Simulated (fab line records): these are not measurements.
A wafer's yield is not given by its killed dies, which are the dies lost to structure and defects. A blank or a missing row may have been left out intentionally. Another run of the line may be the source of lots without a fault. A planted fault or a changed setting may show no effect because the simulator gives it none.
Matching of chambers || flow nand-harc || 4 sister chambers for NHARC_A_CHANNEL_HOLE_D2_DESCUM_15 on rie-diel-12
The step chemistry O2, time 3 s. 8 wafers are shown with their chamber, then 8 later ones without.

== WAFERS WITH THEIR CHAMBER ==
{"wafer": "L074.5", "chamber": 1, "oes-product-au (a.u.)": 1.008, "throttle-valve-pct (%)": 11.312}
{"wafer": "L075.1", "chamber": 1, "oes-product-au (a.u.)": 1.002, "throttle-valve-pct (%)": 11.310}
{"wafer": "L086.1", "chamber": 3, "oes-product-au (a.u.)": 0.984, "throttle-valve-pct (%)": 11.318}
{"wafer": "L086.2", "chamber": 2, "oes-product-au (a.u.)": 1.014, "throttle-valve-pct (%)": 11.301}
{"wafer": "L086.5", "chamber": 2, "oes-product-au (a.u.)": 1.004, "throttle-valve-pct (%)": 11.293}
{"wafer": "L088.2", "chamber": 3, "oes-product-au (a.u.)": 0.994, "throttle-valve-pct (%)": 11.323}
{"wafer": "L088.5", "chamber": 0, "oes-product-au (a.u.)": 1.004, "throttle-valve-pct (%)": 11.315}
{"wafer": "L092.1", "chamber": 0, "oes-product-au (a.u.)": 1.018, "throttle-valve-pct (%)": 11.319}

== WAFERS WITHOUT THEIR CHAMBER ==
{"wafer": "L092.2", "oes-product-au (a.u.)": 0.995, "throttle-valve-pct (%)": 11.314}
{"wafer": "L092.4", "oes-product-au (a.u.)": 1.005, "throttle-valve-pct (%)": 11.314}
{"wafer": "L093.1", "oes-product-au (a.u.)": 1.014, "throttle-valve-pct (%)": 11.322}
{"wafer": "L093.4", "oes-product-au (a.u.)": 1.003, "throttle-valve-pct (%)": 11.316}
{"wafer": "L093.6", "oes-product-au (a.u.)": 1.000, "throttle-valve-pct (%)": 11.324}
{"wafer": "L097.1", "oes-product-au (a.u.)": 1.003, "throttle-valve-pct (%)": 11.310}
{"wafer": "L097.2", "oes-product-au (a.u.)": 1.009, "throttle-valve-pct (%)": 11.318}
{"wafer": "L097.5", "oes-product-au (a.u.)": 1.010, "throttle-valve-pct (%)": 11.319}

== WHICH CHAMBER EACH WENT THROUGH ==
{"wafer": "L092.2", "from the rows above": "can't be placed: 1 or 3 or 0", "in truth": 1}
{"wafer": "L092.4", "from the rows above": "can't be placed: 1 or 0 or 3", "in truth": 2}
{"wafer": "L093.1", "from the rows above": "can't be placed: 0 or 1", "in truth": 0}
{"wafer": "L093.4", "from the rows above": "can't be placed: 0 or 1 or 3", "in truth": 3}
{"wafer": "L093.6", "from the rows above": "can't be placed: 3 or 0 or 1", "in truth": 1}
{"wafer": "L097.1", "from the rows above": "can't be placed: 1 or 0", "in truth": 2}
{"wafer": "L097.2", "from the rows above": "can't be placed: 0 or 1", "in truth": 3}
{"wafer": "L097.5", "from the rows above": "can't be placed: 0 or 1", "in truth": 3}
Placed correctly: 0 of 8. Unplaceable from these rows: 8, with the true chamber sitting among the candidates in 4. 0 placed wrongly.
How it was worked out, from the rows above alone: a wafer's distance from a chamber is the root of the sum, over the readings, of the square of ((its reading less the chamber's mean) divided by the reading's scatter). The wafer belongs to the nearest chamber; if the next one is less than 2 further off, it can't be placed. For every chamber, the mean is computed from those of its wafers that are shown. How the scatter is found: for the shown wafers, subtract from each reading the mean of its chamber, square and add these, divide the total by (wafers less chambers), then take the root.
